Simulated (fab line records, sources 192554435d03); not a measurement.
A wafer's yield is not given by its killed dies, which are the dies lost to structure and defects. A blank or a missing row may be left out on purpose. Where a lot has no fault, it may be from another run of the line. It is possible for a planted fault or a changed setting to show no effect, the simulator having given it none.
What tool caused it? ; flow n5-finfet ; 33 wafers from 11 lots sampled at 4 of the route's 1938 steps

WHAT THE GAUGES SHOWED, per wafer
No reading from a measuring or inspecting step in the record can be judged against a usual standard deviation.

WHICH TOOL RAN EACH LOT (tool, then ch and the chambers of the sampled wafers, then the start)
lot;N5_MIM_TOP_ALD_01;N5_MIM_TOP_DEGAS_04;N5_MIM_BOT_ETCH_ETCH_03;N5_PASSIVATION_PECVD_01
L436;ald-hk-02 ch 1,2,3, day 11 18:18 or earlier;pvd-sputter-02, day 11 18:18;rie-metal-03 ch 0,1, day 11 19:45;pecvd-02 ch 1,2, day 11 20:34
L439;ald-hk-01 ch 0,1, day 13 05:55 or earlier;pvd-sputter-03, day 13 05:55;rie-metal-03 ch 0,1, day 13 07:28;pecvd-02 ch 1,2, day 13 08:14
L440;ald-hk-02 ch 1,2,3, day 14 10:30 or earlier;pvd-sputter-01, day 14 10:30;rie-metal-02 ch 0,1, day 14 12:04;pecvd-04 ch 0,1,2, day 14 13:19
L441;ald-hk-01 ch 2,3, day 14 10:56 or earlier;pvd-sputter-03, day 14 10:56;rie-metal-01 ch 0,1, day 14 12:30;pecvd-02 ch 0,1,2, day 14 13:25
L443;ald-hk-01 ch 0,1,2, day 14 15:26 or earlier;pvd-sputter-01, day 14 15:26;rie-metal-03 ch 0, day 14 17:09;pecvd-02 ch 0,1,2, day 14 17:55
L444;ald-hk-03 ch 0,1,3, day 14 19:24 or earlier;pvd-sputter-02, day 14 19:24;rie-metal-01 ch 0,1, day 14 21:18;pecvd-04 ch 0,1,2, day 14 22:05
L450;ald-hk-01 ch 1,2,3, day 16 11:10 or earlier;pvd-sputter-01, day 16 11:10;rie-metal-03 ch 0,1, day 16 12:57;pecvd-01 ch 1,2, day 16 13:43
L452;ald-hk-02 ch 0,2,3, day 16 23:25 or earlier;pvd-sputter-03, day 16 23:25;rie-metal-03 ch 0,1, day 17 01:31;pecvd-02 ch 0,1,2, day 17 02:23
L453;ald-hk-01 ch 1,3, day 17 03:26 or earlier;pvd-sputter-03, day 17 03:26;rie-metal-02 ch 1, day 17 04:58;pecvd-01 ch 0,2, day 17 05:46
L454;ald-hk-02 ch 1,2, day 17 15:52 or earlier;pvd-sputter-02, day 17 15:52;rie-metal-02 ch 0,1, day 17 17:39;pecvd-04 ch 0,1,2, day 17 18:25
L455;ald-hk-01 ch 0,1,2, day 17 16:55 or earlier;pvd-sputter-01, day 17 16:55;rie-metal-02 ch 0,1, day 17 18:19;pecvd-04 ch 0,1, day 17 19:05
- N5_MIM_TOP_ALD_01: deposits HfO2, target thk 5.6 nm, pulse time 1 s, purge time 3 s.
- N5_MIM_TOP_DEGAS_04: time 60 s.
- N5_MIM_BOT_ETCH_ETCH_03: etches the open film in Cl2/BCl3, target depth 12 nm.
- N5_PASSIVATION_PECVD_01: deposits SiNx from SiH4/NH3/N2, target thk 200 nm, time 43.2 s.

AS READ BY THE TOOLS THEMSELVES (means over the sampled wafers that have a number; for cases with no such wafer, the mark the record gives instead)
N5_MIM_TOP_ALD_01.
lot;tool;precursor-pulse-height-rel
L436;ald-hk-02;0.991
L439;ald-hk-01;0.995
L440;ald-hk-02;0.998
L441;ald-hk-01;1.009
L443;ald-hk-01;0.998
L444;ald-hk-03;1.000
L450;ald-hk-01;0.993
L452;ald-hk-02;0.998
L453;ald-hk-01;1.013
L454;ald-hk-02;1.001
L455;ald-hk-01;1.014

N5_MIM_TOP_DEGAS_04.
lot;tool;heater-power-w (W)
L436;pvd-sputter-02;482
L439;pvd-sputter-03;419
L440;pvd-sputter-01;453
L441;pvd-sputter-03;456
L443;pvd-sputter-01;423
L444;pvd-sputter-02;480
L450;pvd-sputter-01;445
L452;pvd-sputter-03;446
L453;pvd-sputter-03;445
L454;pvd-sputter-02;468
L455;pvd-sputter-01;463

N5_MIM_BOT_ETCH_ETCH_03.
lot;tool;drypump-motor-current-A (A);he-backside-leak-sccm (sccm);oes-product-au (a.u.);rf-fwd-power-W (W);throttle-valve-pct (%)
L436;rie-metal-03;6.1;3.22;0.87;795.7;27.32
L439;rie-metal-03;6.1;3.06;0.85;794.1;27.34
L440;rie-metal-02;6.0;3.29;0.77;795.9;27.56
L441;rie-metal-01;5.4;3.28;0.76;795.5;27.48
L443;rie-metal-03;6.5;3.37;0.79;789.4;27.40
L444;rie-metal-01;5.4;3.35;0.75;793.9;27.48
L450;rie-metal-03;6.3;3.28;1.06;1277.4;27.38
L452;rie-metal-03;6.3;3.34;1.06;1275.8;27.38
L453;rie-metal-02;6.3;3.36;0.81;800.9;27.50
L454;rie-metal-02;5.9;3.16;0.70;795.1;27.66
L455;rie-metal-02;6.1;3.29;0.76;796.5;27.56

N5_PASSIVATION_PECVD_01.
lot;tool;heater-power-w (W);showerhead-plenum-p-Torr (Torr);throttle-valve-pct (%)
L436;pecvd-02;317;8.72;28.8
L439;pecvd-02;346;8.72;28.9
L440;pecvd-04;307;8.66;29.0
L441;pecvd-02;285;8.67;29.3
L443;pecvd-02;405;8.65;29.1
L444;pecvd-04;350;8.65;29.0
L450;pecvd-01;215;8.70;29.3
L452;pecvd-02;324;8.67;29.1
L453;pecvd-01;195;8.71;29.2
L454;pecvd-04;337;8.66;29.3
L455;pecvd-04;370;8.64;29.6

THE ANSWER, worked out from the rows above alone
Rule: what is usual is taken from the lots themselves. The widest of any qualifying gaps counts: lots, ordered by their means at a reading, are off when they make up no more than a third of the lots, leave a main group of 4 or more, and stand apart from it by 3 or more times the standard deviation of that group's means. If all means in a main group match to the digits the tables above print for the reading, that group is not used. A lot without any number at a reading at which 4 lots or more have one is off too. Where the step has rows for the other lots, those lots are counted as sound. The gauges are gone through in route order, then the tools' own readings, and for those a lot's mean is taken as printed above. The first step at which some lot is off is used, and at that step the reading that is off furthest; a lot without a number counts as furthest.
Off: L450, L452, at N5_MIM_BOT_ETCH_ETCH_03 (rf-fwd-power-W). Mean 795.2 W and standard deviation 2.8 in the main group.
If a tool, at that step or one of the process steps before it, ran each lot that is off and ran no sound lot following the first of them, it fits. N5_MIM_TOP_ALD_01: start missing for some lots; hours and lot order therefore follow N5_MIM_TOP_DEGAS_04. One fits: rie-metal-03 at N5_MIM_BOT_ETCH_ETCH_03. A fault onset in the window from L443 (day 14 17:09, its last sound lot) to L450 (day 16 12:57, its first lot off) fits.
The tool's own readings at N5_MIM_BOT_ETCH_ETCH_03 bear it out: on the lots that are off they differ by more than 5 times the standard deviation of the sound lots' means. oes-product-au reads 1.06 a.u. there against 0.78 a.u. on the sound lots; rf-fwd-power-W reads 1276.6 W there against 795.2 W on the sound lots.

WHAT THE SIMULATOR HAD INSERTED
Process parameter drift: rie-metal-03, from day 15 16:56 on, at N5_MIM_BOT_ETCH_ETCH_03. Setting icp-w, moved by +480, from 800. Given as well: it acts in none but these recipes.
Struck lots among those shown: L450, L452. The rule given above showed the same thing.
